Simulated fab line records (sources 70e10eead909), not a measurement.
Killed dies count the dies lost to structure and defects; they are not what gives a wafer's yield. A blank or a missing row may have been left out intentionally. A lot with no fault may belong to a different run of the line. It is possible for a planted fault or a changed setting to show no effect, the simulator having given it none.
Matching of chambers :: flow nand harc :: rie diel-13 running NHARC_A_STAIRCASE_TRIM_20: 4 sister chambers
The step chemistry O2, time 211.2 s. 4 wafers are shown with their chamber, then 10 later ones without.

## WAFERS PAIRED WITH THEIR CHAMBERS
wafer: L085.1
chamber: 0
showerhead plenum p Torr (Torr): 3.62

wafer: L089.1
chamber: 3
showerhead plenum p Torr (Torr): 3.53

wafer: L090.1
chamber: 1
showerhead plenum p Torr (Torr): 3.60

wafer: L090.5
chamber: 2
showerhead plenum p Torr (Torr): 3.39

## WAFERS WITH NO CHAMBER GIVEN
wafer: L090.6
showerhead plenum p Torr (Torr): 3.53

wafer: L092.4
showerhead plenum p Torr (Torr): 3.60

wafer: L092.5
showerhead plenum p Torr (Torr): 3.60

wafer: L092.6
showerhead plenum p Torr (Torr): 3.38

wafer: L095.2
showerhead plenum p Torr (Torr): 3.59

wafer: L095.3
showerhead plenum p Torr (Torr): 3.38

wafer: L095.6
showerhead plenum p Torr (Torr): 3.38

wafer: L096.2
showerhead plenum p Torr (Torr): 3.59

wafer: L096.4
showerhead plenum p Torr (Torr): 3.52

wafer: L096.5
showerhead plenum p Torr (Torr): 3.59

## WHICH CHAMBER EACH ONE RAN IN
wafer: L090.6
from the rows above: 3
in truth: 3

wafer: L092.4
from the rows above: 1
in truth: 1

wafer: L092.5
from the rows above: 1
in truth: 1

wafer: L092.6
from the rows above: 2
in truth: 2

wafer: L095.2
from the rows above: 1
in truth: 1

wafer: L095.3
from the rows above: 2
in truth: 2

wafer: L095.6
from the rows above: 2
in truth: 2

wafer: L096.2
from the rows above: 1
in truth: 1

wafer: L096.4
from the rows above: 3
in truth: 3

wafer: L096.5
from the rows above: 1
in truth: 1
10 of 10 placed correctly. Left unplaced by these rows: 0. 0 placed wrongly.
How it was worked out, from the rows above alone: a wafer's distance from a chamber is the root of the sum, over the readings, of the square of ((its reading less the chamber's mean) divided by the reading's scatter). If the next closest chamber is less than 2 further off than the closest, the wafer can't be placed; otherwise it belongs to the closest. For every chamber, the mean is computed from those of its wafers that are shown. The scatter: root of mean squared gap, hidden wafer to nearest shown wafer, with one shown wafer a chamber.
